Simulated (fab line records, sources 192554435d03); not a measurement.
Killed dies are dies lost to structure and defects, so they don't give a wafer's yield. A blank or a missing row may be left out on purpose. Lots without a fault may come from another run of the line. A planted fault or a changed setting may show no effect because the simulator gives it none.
Chamber matching | flow n5_finfet | N5_GATE_CUT_ETCH_37 on rie_diel-06: 4 sister chambers
The step etches SOC in N2/H2, target depth 60 nm, overetch 12 nm, time 90 s. 16 wafers are shown with their chamber, then 8 later ones without.

WAFERS WITH THEIR CHAMBER
wafer  | chamber | drypump_motor_current_A (A) | showerhead_plenum_p_Torr (Torr) | rf_vpp_V (V)
L717.3 | 3       | 5.9                         | 2.70                            | 528.0
L717.4 | 1       | 6.2                         | 2.60                            | 523.9
L717.5 | 1       | 6.2                         | 2.60                            | 524.4
L718.2 | 3       | 5.8                         | 2.69                            | 528.7
L718.3 | 2       | 5.2                         | 2.59                            | 525.9
L718.5 | 2       | 5.2                         | 2.59                            | 525.7
L719.2 | 0       | 6.0                         | 2.51                            | 522.4
L719.4 | 3       | 5.9                         | 2.69                            | 527.9
L719.6 | 2       | 5.2                         | 2.59                            | 523.5
L721.3 | 3       | 5.9                         | 2.69                            | 527.5
L721.4 | 2       | 5.2                         | 2.59                            | 524.8
L721.5 | 2       | 5.2                         | 2.59                            | 525.4
L722.1 | 0       | 6.0                         | 2.51                            | 523.7
L722.2 | 1       | 6.2                         | 2.60                            | 525.7
L722.6 | 3       | 5.9                         | 2.69                            | 528.6
L725.1 | 2       | 5.2                         | 2.58                            | 524.1

SIGNATURES (means of the wafers above)
reading                  | chamber 0 | chamber 1 | chamber 2 | chamber 3 | scatter within a chamber
drypump_motor_current_A  | 6.000     | 6.200     | 5.200     | 5.880     | 0.0258
showerhead_plenum_p_Torr | 2.5100    | 2.6000    | 2.5883    | 2.6920    | 0.00369
rf_vpp_V                 | 523.050   | 524.667   | 524.900   | 528.140   | 0.821
Rule: a wafer's distance from a chamber is the root of the sum, over the readings, of the square of ((its reading less the chamber's mean) divided by the reading's scatter). The wafer belongs to the nearest chamber; if the next one is less than 2 further off, it can't be placed. The scatter: the root of (the sum of the squares of (reading less its chamber's mean) over the shown wafers, divided by (wafers less chambers)).

WAFERS WITHOUT THEIR CHAMBER
wafer  | drypump_motor_current_A (A) | showerhead_plenum_p_Torr (Torr) | rf_vpp_V (V)
L725.3 | 6.2                         | 2.59                            | 526.3
L725.6 | 6.1                         | 2.59                            | 525.1
L736.2 | 5.2                         | 2.58                            | 525.3
L736.4 | 5.9                         | 2.68                            | 527.4
L736.6 | 5.8                         | 2.68                            | 526.1
L739.1 | 6.2                         | 2.58                            | 526.8
L739.2 | 5.2                         | 2.58                            | 522.2
L739.6 | 5.2                         | 2.58                            | 524.8

WHICH CHAMBER EACH WENT THROUGH
wafer  | from the rows above | in truth
L725.3 | 1                   | 1
L725.6 | 1                   | 1
L736.2 | 2                   | 2
L736.4 | 3                   | 3
L736.6 | 3                   | 3
L739.1 | 1                   | 1
L739.2 | 2                   | 2
L739.6 | 2                   | 2
Placed correctly: 8 of 8. Can't be placed from these rows: 0. Placed wrongly: 0.
